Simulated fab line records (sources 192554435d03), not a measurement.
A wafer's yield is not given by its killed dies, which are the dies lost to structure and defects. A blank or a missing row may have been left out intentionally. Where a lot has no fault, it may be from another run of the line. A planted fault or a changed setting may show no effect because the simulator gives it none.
What tool caused it? || flow n5 finfet || Sampling: 9 lots, 23 wafers, 5 of 1938 route steps

## WHAT THE GAUGES SHOWED, per wafer
N5_BEOL_M4_RC_MEAS_101.
{"lot": "L420", "measured": "day 9 10:32", "on": "prober-01", "VT_N_LONG (mV)": "274.8 274.3"}
{"lot": "L422", "measured": "day 10 16:19", "on": "prober-02", "VT_N_LONG (mV)": "271.0 275.1 276.0"}
{"lot": "L425", "measured": "day 10 19:42", "on": "prober-02", "VT_N_LONG (mV)": "272.9 271.7 273.5"}
{"lot": "L426", "measured": "day 11 01:01", "on": "prober-01", "VT_N_LONG (mV)": "325.0 275.8"}
{"lot": "L427", "measured": "day 11 21:13", "on": "prober-02", "VT_N_LONG (mV)": "324.8 327.2"}
{"lot": "L432", "measured": "day 13 14:25", "on": "prober-02", "VT_N_LONG (mV)": "330.5 277.8"}
{"lot": "L435", "measured": "day 13 14:39", "on": "prober-01", "VT_N_LONG (mV)": "276.5 279.1 276.6"}
{"lot": "L439", "measured": "day 14 21:56", "on": "prober-02", "VT_N_LONG (mV)": "275.0 274.6 277.5"}
{"lot": "L440", "measured": "day 15 02:20", "on": "prober-02", "VT_N_LONG (mV)": "271.6 272.0 273.3"}

## EACH LOT AND THE TOOL THAT RAN IT (in order: tool; ch and the chambers of the sampled wafers; start)
{"lot": "L420", "N5_HKMG_FIN_STRIP_57": "rie diel-03 ch 0,1, day 4 16:00", "N5_HKMG_FIN_NWFM_ALD_20": "ald metal-03 ch 0,3, day 4 20:58", "N5_HKMG_FIN_W_FILL_22": "cvd w-01 ch 0,1, day 4 22:34", "N5_GATE_CUT_ETCH_56": "rie metal-02 ch 0, day 4 23:32"}
{"lot": "L422", "N5_HKMG_FIN_STRIP_57": "rie diel-04 ch 0,2, day 5 02:48", "N5_HKMG_FIN_NWFM_ALD_20": "ald metal-03 ch 0,2,3, day 5 08:58", "N5_HKMG_FIN_W_FILL_22": "cvd w-02 ch 1, day 5 10:34", "N5_GATE_CUT_ETCH_56": "rie metal-01 ch 0,1, day 5 11:32"}
{"lot": "L425", "N5_HKMG_FIN_STRIP_57": "rie diel-06 ch 1,3, day 5 16:17", "N5_HKMG_FIN_NWFM_ALD_20": "ald metal-03 ch 0,2,3, day 5 21:24", "N5_HKMG_FIN_W_FILL_22": "cvd w-02 ch 0,1, day 5 23:00", "N5_GATE_CUT_ETCH_56": "rie metal-01 ch 0, day 6 00:00"}
{"lot": "L426", "N5_HKMG_FIN_STRIP_57": "rie diel-03 ch 0,2, day 6 02:25", "N5_HKMG_FIN_NWFM_ALD_20": "ald metal-03 ch 1,2, day 6 08:02", "N5_HKMG_FIN_W_FILL_22": "cvd w-02 ch 0,1, day 6 09:52", "N5_GATE_CUT_ETCH_56": "rie metal-02 ch 0,1, day 6 10:52"}
{"lot": "L427", "N5_HKMG_FIN_STRIP_57": "rie diel-06 ch 1,3, day 6 07:46", "N5_HKMG_FIN_NWFM_ALD_20": "ald metal-03 ch 1,3, day 6 12:52", "N5_HKMG_FIN_W_FILL_22": "cvd w-02 ch 0,1, day 6 14:28", "N5_GATE_CUT_ETCH_56": "rie metal-02 ch 0,1, day 6 15:26"}
{"lot": "L432", "N5_HKMG_FIN_STRIP_57": "rie diel-03 ch 1,3, day 7 17:02", "N5_HKMG_FIN_NWFM_ALD_20": "ald metal-03 ch 2,3, day 7 22:53", "N5_HKMG_FIN_W_FILL_22": "cvd w-01 ch 0,1, day 8 00:31", "N5_GATE_CUT_ETCH_56": "rie metal-01 ch 1, day 8 01:31"}
{"lot": "L435", "N5_HKMG_FIN_STRIP_57": "rie diel-06 ch 0,3, day 8 08:42", "N5_HKMG_FIN_NWFM_ALD_20": "ald metal-04 ch 0,2,3, day 8 13:44", "N5_HKMG_FIN_W_FILL_22": "cvd w-01 ch 0,1, day 8 15:21", "N5_GATE_CUT_ETCH_56": "rie metal-01 ch 0,1, day 8 16:19"}
{"lot": "L439", "N5_HKMG_FIN_STRIP_57": "rie diel-03 ch 0,1,2, day 9 06:53", "N5_HKMG_FIN_NWFM_ALD_20": "ald metal-01 ch 0,2,3, day 9 12:19", "N5_HKMG_FIN_W_FILL_22": "cvd w-01 ch 0, day 9 13:58", "N5_GATE_CUT_ETCH_56": "rie metal-01 ch 0, day 9 14:56"}
{"lot": "L440", "N5_HKMG_FIN_STRIP_57": "rie diel-04 ch 0,2, day 9 11:43", "N5_HKMG_FIN_NWFM_ALD_20": "ald metal-01 ch 0,2,3, day 9 17:35", "N5_HKMG_FIN_W_FILL_22": "cvd w-02 ch 0,1, day 9 19:13", "N5_GATE_CUT_ETCH_56": "rie metal-03 ch 0,1, day 9 20:12"}
- N5_HKMG_FIN_STRIP_57: strips in CF4.
- N5_HKMG_FIN_NWFM_ALD_20: deposits TiAlC, target thk 2 nm, pulse time 3 s, purge time 2 s.
- N5_HKMG_FIN_W_FILL_22: material W, target thk 60 nm, time 18.2 s.
- N5_GATE_CUT_ETCH_56: etches TiN in Cl2/Ar, target depth 21.6 nm.

## THE ANSWER, worked out from the rows above alone
Rule: the lots themselves supply what counts as usual. Put in order of their means at a reading, lots are off if they are a third of the lots or fewer, leave a main group of 4 or more, and stand apart from it by a gap of 3 or more times the standard deviation of the main group's means; of several such gaps the widest counts. If all means in a main group match to the digits the tables above print for the reading, that group is not used. A lot without any number at a reading at which 4 lots or more have one is off too. All remaining lots with rows at the step are treated as sound.
Off: L426, L427, L432, seen at N5_BEOL_M4_RC_MEAS_101 (VT_N_LONG). The main group: mean 274.4 mV, standard deviation 1.7.
A tool fits if, at a process step before that reading, it ran every lot that is off, and no sound lot after the first of them. Those tools and the gauges at N5_BEOL_M4_RC_MEAS_101 are tried in the same way. One fits: N5_HKMG_FIN_NWFM_ALD_20 on ald metal-03. Its last sound lot is L425 (day 5 21:24), its first lot that is off L426 (day 6 08:02): a fault that began between those two fits.

## WHAT THE SIMULATOR PUT IN
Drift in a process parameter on ald metal-03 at N5_HKMG_FIN_NWFM_ALD_20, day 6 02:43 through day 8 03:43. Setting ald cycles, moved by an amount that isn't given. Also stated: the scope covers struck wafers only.
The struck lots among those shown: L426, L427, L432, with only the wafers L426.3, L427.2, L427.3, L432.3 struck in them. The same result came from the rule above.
